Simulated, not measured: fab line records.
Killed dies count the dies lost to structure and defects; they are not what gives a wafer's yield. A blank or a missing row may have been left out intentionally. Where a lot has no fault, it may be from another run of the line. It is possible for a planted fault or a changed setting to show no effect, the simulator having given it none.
Chamber matching || flow n5_finfet || N5_BEOL_M13_ETCH_59 on rie_diel-04 has 4 sister chambers
The step etches BARC in N2/H2, target depth 89 nm, overetch 26.7 nm, time 67.9 s. 16 wafers are shown with their chamber, then 8 later ones without.

## WAFERS WITH THEIR CHAMBER
{"wafer": "L076.1", "chamber": 0, "drypump_motor_current_A (A)": 6.3, "showerhead_plenum_p_Torr (Torr)": 2.72, "throttle_valve_pct (%)": 17.84}
{"wafer": "L076.3", "chamber": 2, "drypump_motor_current_A (A)": 5.4, "showerhead_plenum_p_Torr (Torr)": 2.67, "throttle_valve_pct (%)": 17.99}
{"wafer": "L076.6", "chamber": 3, "drypump_motor_current_A (A)": 5.4, "showerhead_plenum_p_Torr (Torr)": 2.58, "throttle_valve_pct (%)": 17.74}
{"wafer": "L081.1", "chamber": 2, "drypump_motor_current_A (A)": 5.4, "showerhead_plenum_p_Torr (Torr)": 2.66, "throttle_valve_pct (%)": 18.00}
{"wafer": "L081.2", "chamber": 3, "drypump_motor_current_A (A)": 5.4, "showerhead_plenum_p_Torr (Torr)": 2.58, "throttle_valve_pct (%)": 17.76}
{"wafer": "L081.3", "chamber": 1, "drypump_motor_current_A (A)": 5.8, "showerhead_plenum_p_Torr (Torr)": 2.50, "throttle_valve_pct (%)": 17.71}
{"wafer": "L081.4", "chamber": 0, "drypump_motor_current_A (A)": 6.3, "showerhead_plenum_p_Torr (Torr)": 2.72, "throttle_valve_pct (%)": 17.84}
{"wafer": "L081.5", "chamber": 1, "drypump_motor_current_A (A)": 5.8, "showerhead_plenum_p_Torr (Torr)": 2.50, "throttle_valve_pct (%)": 17.73}
{"wafer": "L081.6", "chamber": 0, "drypump_motor_current_A (A)": 6.3, "showerhead_plenum_p_Torr (Torr)": 2.72, "throttle_valve_pct (%)": 17.87}
{"wafer": "L082.1", "chamber": 2, "drypump_motor_current_A (A)": 5.4, "showerhead_plenum_p_Torr (Torr)": 2.66, "throttle_valve_pct (%)": 17.99}
{"wafer": "L082.2", "chamber": 1, "drypump_motor_current_A (A)": 5.8, "showerhead_plenum_p_Torr (Torr)": 2.50, "throttle_valve_pct (%)": 17.73}
{"wafer": "L082.4", "chamber": 3, "drypump_motor_current_A (A)": 5.4, "showerhead_plenum_p_Torr (Torr)": 2.58, "throttle_valve_pct (%)": 17.76}
{"wafer": "L086.1", "chamber": 3, "drypump_motor_current_A (A)": 5.4, "showerhead_plenum_p_Torr (Torr)": 2.57, "throttle_valve_pct (%)": 17.78}
{"wafer": "L086.2", "chamber": 0, "drypump_motor_current_A (A)": 6.3, "showerhead_plenum_p_Torr (Torr)": 2.71, "throttle_valve_pct (%)": 17.87}
{"wafer": "L086.3", "chamber": 1, "drypump_motor_current_A (A)": 5.7, "showerhead_plenum_p_Torr (Torr)": 2.50, "throttle_valve_pct (%)": 17.73}
{"wafer": "L086.4", "chamber": 2, "drypump_motor_current_A (A)": 5.4, "showerhead_plenum_p_Torr (Torr)": 2.66, "throttle_valve_pct (%)": 18.03}

SIGNATURES (averages over the wafers above)
{"reading": "drypump_motor_current_A", "chamber 0": 6.300, "chamber 1": 5.775, "chamber 2": 5.400, "chamber 3": 5.400, "scatter within a chamber": 0.025}
{"reading": "showerhead_plenum_p_Torr", "chamber 0": 2.7175, "chamber 1": 2.5000, "chamber 2": 2.6625, "chamber 3": 2.5775, "scatter within a chamber": 0.00433}
{"reading": "throttle_valve_pct", "chamber 0": 17.8550, "chamber 1": 17.7250, "chamber 2": 18.0025, "chamber 3": 17.7600, "scatter within a chamber": 0.016}
Rule: distance of a wafer from a chamber = root of the sum over the readings of ((wafer's reading minus chamber's mean) / reading's scatter) squared. If the next closest chamber is less than 2 further off than the closest, the wafer can't be placed; otherwise it belongs to the closest. How the scatter is found: for the shown wafers, subtract from each reading the mean of its chamber, square and add these, divide the total by (wafers less chambers), then take the root.

## WAFERS WITH NO CHAMBER GIVEN
{"wafer": "L086.5", "drypump_motor_current_A (A)": 5.4, "showerhead_plenum_p_Torr (Torr)": 2.66, "throttle_valve_pct (%)": 18.02}
{"wafer": "L086.6", "drypump_motor_current_A (A)": 5.8, "showerhead_plenum_p_Torr (Torr)": 2.50, "throttle_valve_pct (%)": 17.74}
{"wafer": "L097.1", "drypump_motor_current_A (A)": 5.4, "showerhead_plenum_p_Torr (Torr)": 2.56, "throttle_valve_pct (%)": 17.82}
{"wafer": "L097.2", "drypump_motor_current_A (A)": 5.4, "showerhead_plenum_p_Torr (Torr)": 2.65, "throttle_valve_pct (%)": 18.08}
{"wafer": "L097.3", "drypump_motor_current_A (A)": 6.3, "showerhead_plenum_p_Torr (Torr)": 2.71, "throttle_valve_pct (%)": 17.92}
{"wafer": "L097.4", "drypump_motor_current_A (A)": 5.8, "showerhead_plenum_p_Torr (Torr)": 2.49, "throttle_valve_pct (%)": 17.76}
{"wafer": "L097.5", "drypump_motor_current_A (A)": 5.4, "showerhead_plenum_p_Torr (Torr)": 2.56, "throttle_valve_pct (%)": 17.81}
{"wafer": "L097.6", "drypump_motor_current_A (A)": 6.3, "showerhead_plenum_p_Torr (Torr)": 2.71, "throttle_valve_pct (%)": 17.91}

## THE CHAMBER EACH PASSED THROUGH
{"wafer": "L086.5", "from the rows above": 2, "in truth": 2}
{"wafer": "L086.6", "from the rows above": 1, "in truth": 1}
{"wafer": "L097.1", "from the rows above": 3, "in truth": 3}
{"wafer": "L097.2", "from the rows above": 2, "in truth": 2}
{"wafer": "L097.3", "from the rows above": 0, "in truth": 0}
{"wafer": "L097.4", "from the rows above": 1, "in truth": 1}
{"wafer": "L097.5", "from the rows above": 3, "in truth": 3}
{"wafer": "L097.6", "from the rows above": 0, "in truth": 0}
Placed correctly: 8 of 8. Can't be placed from these rows: 0. Wrongly placed: 0.
